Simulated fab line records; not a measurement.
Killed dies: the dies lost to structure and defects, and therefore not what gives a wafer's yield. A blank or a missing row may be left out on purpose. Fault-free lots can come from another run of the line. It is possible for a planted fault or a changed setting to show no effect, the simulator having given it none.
Split-lot trial + flow n5_finfet + on a route of 1938 steps: 7 lots, 21 wafers read

== ABOUT THE SPLIT ==
At N5_FIN_CUT_EXPOSE_05 (exposes mask FIN CUT), the setting dose_mj was moved away from the recipe's 45.75 on 10 of the 21 wafers read, by -6.6% to +6.8%. All remaining wafers had this setting at the recipe value.

== FROM THE SPLIT TO THE READING: what the file shows between them, 2 steps ==
- N5_FIN_CUT_PEB_06: peb time 60 s
- N5_FIN_CUT_DEVELOP_07: develop time 30 s

== THE READING ==
cd_nm at N5_FIN_CUT_CD_MEAS_08, given in nm (cd target 29.1 nm). Fault-free wafers of this fab line usually give 29.08 nm, standard deviation 0.24 nm.

| wafer  | tool, chamber at the split | dose_mj as run | against the recipe | cd_nm, nm | against lot-mates on the recipe |
|--------|----------------------------|----------------|--------------------|-----------|---------------------------------|
| L074.1 | euv_scanner-01, 0          | 43.97          | -3.9%              | 28.06     | -1.06                           |
| L074.3 | euv_scanner-01, 0          | 43.97          | -3.9%              | 28.53     | -0.59                           |
| L074.5 | euv_scanner-01, 0          | 45.75          | recipe             | 29.12     | -                               |
| L075.1 | euv_scanner-02, 0          | 45.75          | recipe             | 29.08     | -                               |
| L075.3 | euv_scanner-02, 0          | 42.76          | -6.5%              | 27.57     | -1.51                           |
| L075.6 | euv_scanner-02, 0          | 42.76          | -6.5%              | 28.29     | -0.79                           |
| L076.3 | euv_scanner-01, 0          | 48.55          | +6.1%              | 29.55     | +0.58                           |
| L076.5 | euv_scanner-01, 0          | 45.75          | recipe             | 29.01     | -                               |
| L076.6 | euv_scanner-01, 0          | 45.75          | recipe             | 28.92     | -                               |
| L079.1 | euv_scanner-02, 0          | 48.86          | +6.8%              | 30.18     | +1.07                           |
| L079.5 | euv_scanner-02, 0          | 45.75          | recipe             | 29.02     | -                               |
| L079.6 | euv_scanner-02, 0          | 45.75          | recipe             | 29.20     | -                               |
| L089.2 | euv_scanner-01, 0          | 45.75          | recipe             | 29.24     | -                               |
| L089.4 | euv_scanner-01, 0          | 45.75          | recipe             | 29.12     | -                               |
| L089.5 | euv_scanner-01, 0          | 45.75          | recipe             | 28.81     | -                               |
| L091.1 | euv_scanner-02, 0          | 42.74          | -6.6%              | 27.80     | -1.18                           |
| L091.3 | euv_scanner-02, 0          | 45.75          | recipe             | 28.98     | -                               |
| L091.5 | euv_scanner-02, 0          | 42.74          | -6.6%              | 27.80     | -1.18                           |
| L096.2 | euv_scanner-02, 0          | 47.37          | +3.5%              | 29.90     | +0.95                           |
| L096.3 | euv_scanner-02, 0          | 47.37          | +3.5%              | 29.38     | +0.43                           |
| L096.5 | euv_scanner-02, 0          | 45.75          | recipe             | 28.95     | -                               |

FIT RESULTS
A straight line over all 21 wafers: cd_nm changes by +0.164 nm for each +1% of dose_mj; r = +0.95; the points scatter about the line by 0.22 nm.
The same after taking each lot's own level away (the mean of its wafers on the recipe; 21 wafers): +0.168 nm for each +1%; r = +0.95; scatter 0.21 nm.
Per that fit: largest dose_mj move, reading shift of 1.1 nm.
From 28.950 to 29.120 nm: that is the span of the lots' own levels, equal to 0.7 times the standard deviation above.
The two slopes are in agreement: the lot-to-lot level therefore moves the slope only a little.
Check: for one of the wafers moved furthest among these (+6.8%), held out of the fit, the line's prediction against its lot-mates is +1.1 nm. Against them it came out at +1.07 nm.

== THE OTHER SPLITS THESE WAFERS WENT THROUGH ==
These wafers also went through other splits before the reading. Each is held against what the fit with the lots' levels taken away leaves over:
| other split on the same wafers        | wafers away from the commonest value | r with cd_nm (lot level and that fit taken away) |
|---------------------------------------|--------------------------------------|--------------------------------------------------|
| N5_WELL_APT_COAT_02 spin_rpm          | 8                                    | -0.31                                            |
| N5_WELL_APT_COAT_19 spin_rpm          | 8                                    | +0.14                                            |
| N5_WELL_APT_PEB_23 peb_temp_c         | 9                                    | -0.08                                            |
| N5_FIN_SAQP_SPACER1_ALD_24 ald_cycles | 8                                    | +0.00                                            |
| N5_FIN_SAQP_ETCH_65 time_s            | 5                                    | +0.04                                            |

== THE WHOLE CHAIN: every reading that the file lists as answering this split, in the file's order ==
| step                   | what it does                                                | reading                                                               | change (the file's fit)               | r (the file's) |
|------------------------|-------------------------------------------------------------|-----------------------------------------------------------------------|---------------------------------------|----------------|
| N5_FIN_CUT_CD_MEAS_08  | target cd 29.1 nm                                           | cd_nm                                                                 | +0.161 nm for each +1% of the setting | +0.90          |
| N5_FIN_CUT_ETCH_30     | etches underlayer in N2/H2, target depth 13 nm, time 10.4 s | FIN_CUT.cd_offset_nm (the simulator's own value, which no gauge read) | +0.171 nm for each +1% of the setting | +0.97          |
| N5_FIN_CUT_ETCH_20     | etches SiARC in CF4, target depth 26 nm, time 43.3 s        | FIN_CUT.cd_offset_nm (the simulator's own value, which no gauge read) | +0.188 nm for each +1% of the setting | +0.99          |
| N5_FIN_CUT_CUT_ETCH_26 | etches SiNx in CH3F/O2, target depth 39 nm, time 55.7 s     | FIN_CUT.cd_offset_nm (the simulator's own value, which no gauge read) | +0.197 nm for each +1% of the setting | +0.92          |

== THE FILE'S OWN FIT ==
cd_nm changes by +0.161 nm for each +1% of dose_mj, r = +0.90.
